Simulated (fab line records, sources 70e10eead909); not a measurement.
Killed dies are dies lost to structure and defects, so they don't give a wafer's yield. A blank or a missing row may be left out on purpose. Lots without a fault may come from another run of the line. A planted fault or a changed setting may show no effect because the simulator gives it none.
Chamber matching | flow nand_harc | NHARC_A_STAIRCASE_ETCH_23 on rie_diel-03: 4 sister chambers
The step etches the open film in C4F8/O2, target depth 100 nm, time 40.5 s. 14 wafers are shown with their chamber, then 6 later ones without.

WAFERS WITH THEIR CHAMBER
wafer  | chamber | run_length_s (s) | chamber_pressure_mTorr (mTorr) | oes_product_au (a.u.)
L342.3 | 0       | 61.6             | 24.947                         | 0.964
L342.4 | 1       | 62.0             | 24.941                         | 0.963
L342.6 | 3       | 62.3             | 25.014                         | 0.978
L344.3 | 0       | 61.5             | 24.995                         | 0.950
L344.4 | 2       | 62.2             | 25.011                         | 0.971
L344.5 | 1       | 61.7             | 24.961                         | 0.967
L343.2 | 3       | 62.6             | 24.992                         | 0.971
L343.6 | 1       | 62.2             | 24.976                         | 0.950
L354.1 | 2       | 62.4             | 25.013                         | 0.939
L354.3 | 3       | 62.2             | 24.997                         | 0.979
L354.6 | 2       | 62.1             | 25.002                         | 0.941
L355.1 | 3       | 62.4             | 24.993                         | 0.973
L355.2 | 1       | 61.8             | 24.997                         | 0.971
L355.5 | 2       | 62.4             | 25.046                         | 0.954

SIGNATURES (means of the wafers above)
reading                | chamber 0 | chamber 1 | chamber 2 | chamber 3 | scatter within a chamber
run_length_s           | 61.550    | 61.925    | 62.275    | 62.375    | 0.175
chamber_pressure_mTorr | 24.97100  | 24.96875  | 25.01800  | 24.99900  | 0.0206
oes_product_au         | 0.95700   | 0.96275   | 0.95125   | 0.97525   | 0.0102
Rule: a wafer's distance from a chamber is the root of the sum, over the readings, of the square of ((its reading less the chamber's mean) divided by the reading's scatter). The wafer belongs to the nearest chamber; if the next one is less than 2 further off, it can't be placed. The scatter: the root of (the sum of the squares of (reading less its chamber's mean) over the shown wafers, divided by (wafers less chambers)).

WAFERS WITHOUT THEIR CHAMBER
wafer  | run_length_s (s) | chamber_pressure_mTorr (mTorr) | oes_product_au (a.u.)
L359.1 | 62.2             | 25.002                         | 0.927
L359.3 | 61.7             | 25.000                         | 0.950
L359.6 | 62.7             | 25.003                         | 0.975
L360.2 | 61.7             | 24.976                         | 0.929
L360.4 | 62.6             | 24.991                         | 0.918
L360.6 | 62.5             | 24.994                         | 0.932

WHICH CHAMBER EACH WENT THROUGH
wafer  | from the rows above          | in truth
L359.1 | can't be placed: 2 or 1      | 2
L359.3 | can't be placed: 0 or 1 or 2 | 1
L359.6 | can't be placed: 3 or 2      | 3
L360.2 | can't be placed: 0 or 1 or 2 | 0
L360.4 | can't be placed: 2 or 3 or 1 | 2
L360.6 | can't be placed: 2 or 3      | 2
Placed correctly: 0 of 6. Can't be placed from these rows: 6 (the true chamber is among the candidates in 6). Placed wrongly: 0.
